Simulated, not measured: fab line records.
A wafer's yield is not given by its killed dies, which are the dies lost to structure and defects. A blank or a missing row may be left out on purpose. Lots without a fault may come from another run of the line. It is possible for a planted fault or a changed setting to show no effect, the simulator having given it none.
Struck lot and sound lot, side by side ; flow n5Finfet ; 44 steps out of a route of 1938
Sound: these wafers, L539.2, L539.3, L539.6. Struck: wafer L534.3 (left out: L534.2, a lot-mate that was not struck); the cause follows at the end.
At each step with rows: each side's tool, then ch and its chambers, then its first start. Under that, the readings that differ: sound wafers ; struck wafers ; difference of the means ; sigmas: that difference in standard deviations of wafers without a fault.
alike: same words and numbers on both sides, and readings whose means sit less than 2 such deviations apart. not compared: any withheld reading, any reading some wafer has no value for, any bound like >300 that may hide the same value, and any number with overlapping values for which the record gives no deviation.
A row with sigmas, a row that says differs or no value, or rows on one side alone: a step with any of these is where the two part. Non-overlapping numbers with no deviation appear without sigmas and do not part them. A reading missing from all wafers of one side parts the sides only when that side holds two or more wafers.

N5_BEOL_M4_STRIP_36: strips in N2/H2.
  sound on rieDiel-06 ch 0,3, day 11 23:16; struck on rieDiel-03 ch 0, day 10 04:43
  alike: drypumpMotorCurrentA, oesProductAu, rfVppV, showerheadPlenumPTorr, throttleValvePct
  not compared: rfHoursCounterH
then, 3 steps without rows for these wafers: N5_BEOL_M4_TRENCH_ETCH_37 (etches SiOC in C4F6/O2, target depth 55.555 nm, time 29.2 s); N5_BEOL_M4_ETCH_41 (etches SiCN in CH3F/O2, target depth 29.9 nm, time 52.5 s); N5_BEOL_M4_STRIP_97 (strips in N2/H2, time 10 s).
N5_BEOL_M4_OCD_MEAS_38:
  sound: ocd-01 at day 11 23:28; struck: ocd-02 at day 10 04:54
  alike: trenchDepthNm
then, 4 steps without rows for these wafers: N5_BEOL_M4_HM_STRIP_39 (strips TiN in peroxide tin strip, target depth 25 nm, time 158 s); N5_BEOL_M4_SRD_40 (time 30 s); N5_BEOL_M4_PRECLEAN_42 (cleans in residue remover, time 60 s); N5_BEOL_M4_SRD_43 (time 30 s).
N5_BEOL_M4_CD_MEAS_35: target cd 18 nm, target cd y 22.4 nm.
  sound: cdSem-02 at day 11 23:37; struck: cdSem-02 at day 10 05:06
  alike: cdNm
then, 2 steps without rows for these wafers: N5_BEOL_M4_DEGAS_44 (time 60 s); N5_BEOL_M4_PRE_CLEAN_45 (time 30 s).
N5_BEOL_M4_ALD_84: deposits TaN, pulse time 2 s, purge time 3 s, co reactant purge time 2 s.
  sound on aldMetal-04 ch 0,1,2, day 12 00:10; struck on aldMetal-03 ch 3, day 10 05:20
reading;sound;struck;difference;sigmas
aldCycles;30 30 30;42;+12;
  alike: heaterPowerW
  not compared: sinceWetCleanH, model.TaN_of_BEOL_M4_ALD_84.thkNm
then, 2 steps without rows for these wafers: N5_BEOL_M4_SURFACE_TREAT_85; N5_BEOL_M4_CVD_47 (deposits Co from CCTBA/H2, target thk 3 nm, time 223.8 s).
N5_BEOL_M4_SPUTTER_48: material Cu, target thk 4.5 nm, time 8.29 s.
  sound: pvdSputter-03 at day 12 00:47; struck: pvdSputter-02 at day 10 05:47
  alike: substrateTempC, throttleValvePct
then, 2 steps without rows for these wafers: N5_BEOL_M4_ANNEAL_49 (time 240 s); N5_BEOL_M4_SPUTTER_79 (material Cu, target thk 4.5 nm, time 8.29 s).
N5_BEOL_M4_ANNEAL_80: time 240 s.
  sound: pvdSputter-03 at day 12 01:05; struck: pvdSputter-02 at day 10 06:05
  alike: heaterPowerW
then, 2 steps without rows for these wafers: N5_BEOL_M4_SPUTTER_81 (material Cu, target thk 4.5 nm, time 8.29 s); N5_BEOL_M4_ANNEAL_82 (time 240 s).
N5_BEOL_M4_SPUTTER_86: material Cu, target thk 4.5 nm, time 8.29 s.
  sound: pvdSputter-03 at day 12 01:26; struck: pvdSputter-02 at day 10 06:26
  alike: substrateTempC, throttleValvePct
then, 8 steps without rows for these wafers: N5_BEOL_M4_ANNEAL_87 (time 240 s); N5_BEOL_M4_SPUTTER_88 (material Cu, target thk 4.5 nm, time 8.29 s); N5_BEOL_M4_ANNEAL_89 (time 240 s); N5_BEOL_M4_SPUTTER_90 (material Cu, target thk 4.5 nm, time 8.29 s); N5_BEOL_M4_ANNEAL_91 (time 240 s); N5_BEOL_M4_SPUTTER_92 (material Cu, target thk 4.5 nm, time 8.29 s); N5_BEOL_M4_ANNEAL_93 (time 240 s); N5_BEOL_M4_SPUTTER_94 (material Cu, target thk 4.5 nm, time 8.29 s).
N5_BEOL_M4_ANNEAL_95: time 240 s.
  sound: pvdSputter-03 at day 12 02:24; struck: pvdSputter-02 at day 10 07:24
  alike: heaterPowerW
then, 4 steps without rows for these wafers: N5_BEOL_M4_SPUTTER_96 (material Cu, target thk 4.5 nm, time 8.29 s); N5_BEOL_M4_ECD_50 (material Cu, target thk 300 nm); N5_BEOL_M4_ANNEAL_51 (time 90 s); N5_BEOL_M4_CMP_52 (polishes, stops on SiOC, t overpolish 6.8 s, target thk 40 nm).
N5_BEOL_M4_THK_MEAS_53: measures by xrf.
  sound: filmMetro-02 at day 12 03:20; struck: filmMetro-01 at day 10 08:20
  alike: M4_THK
then, 4 steps without rows for these wafers: N5_BEOL_M4_PRE_CLEAN_60 (time 15 s); N5_BEOL_M4_CO_CAP_55 (material Co, precursor CCTBA/H2, target thk 2 nm, time 102.1 s); N5_BEOL_M4_PRE_CLEAN_56 (time 15 s); N5_BEOL_M4_DEP_57 (deposits SiCN from 3MS/NH3, target thk 8 nm, time 14 s).
N5_BEOL_M4_RS_MEAS_58: a four-point-probe measurement.
  sound: filmMetro-02 at day 12 03:35; struck: filmMetro-02 at day 10 08:35
  alike: M4_RS
N5_BEOL_M4_INSPECT_59: inspects for defects (darkfield).
  sound: defectInspect-01 at day 12 03:37; struck: defectInspect-01 at day 10 08:37
  alike: rawDefectCount
N5_BEOL_M4_RC_MEAS_101:
  sound on prober-02 ch 0, day 12 03:47; struck on prober-01 ch 0, day 10 08:47
reading;sound;struck;difference;sigmas
CHAIN_V3 (ohm/link);252 234 248;315;+70;+8
CHAIN_V3_max_site (ohm/link);258 240 256;328;+77;+8
ION_P (uA/um);466 469 464;448;-18;-3
  alike: DIBL_N, DIBL_P, IOFF_N, IOFF_P, ION_N, SS_N, SS_P, VT_N, VT_P
-- record jumps: 4 days separate the struck wafers' starts on either side; left off in module BEOL_M4, taken up again in module PASSIVATION, whose first shown step is the route's number 1936 --
N5_PASSIVATION_PROBE_49:
  sound: prober-02 at day 17 02:30; struck: prober-02 at day 14 11:53
  alike: defectLimitedYield, killed_at_M0_to_M3, killed_at_M4_up, killedAtContacts, killedAtFrontEnd, killedAtOther, killedDies, killedOpen, killedShort, sort_bin_5_function, sort_bin_6_memory, sortNPass, sortYieldPct

== WHERE THEY PART ==
Only at N5_BEOL_M4_RC_MEAS_101, within this record. Later steps at which nothing parts them and some readings are alike: N5_PASSIVATION_PROBE_49.

WHY: the cause the simulator had injected
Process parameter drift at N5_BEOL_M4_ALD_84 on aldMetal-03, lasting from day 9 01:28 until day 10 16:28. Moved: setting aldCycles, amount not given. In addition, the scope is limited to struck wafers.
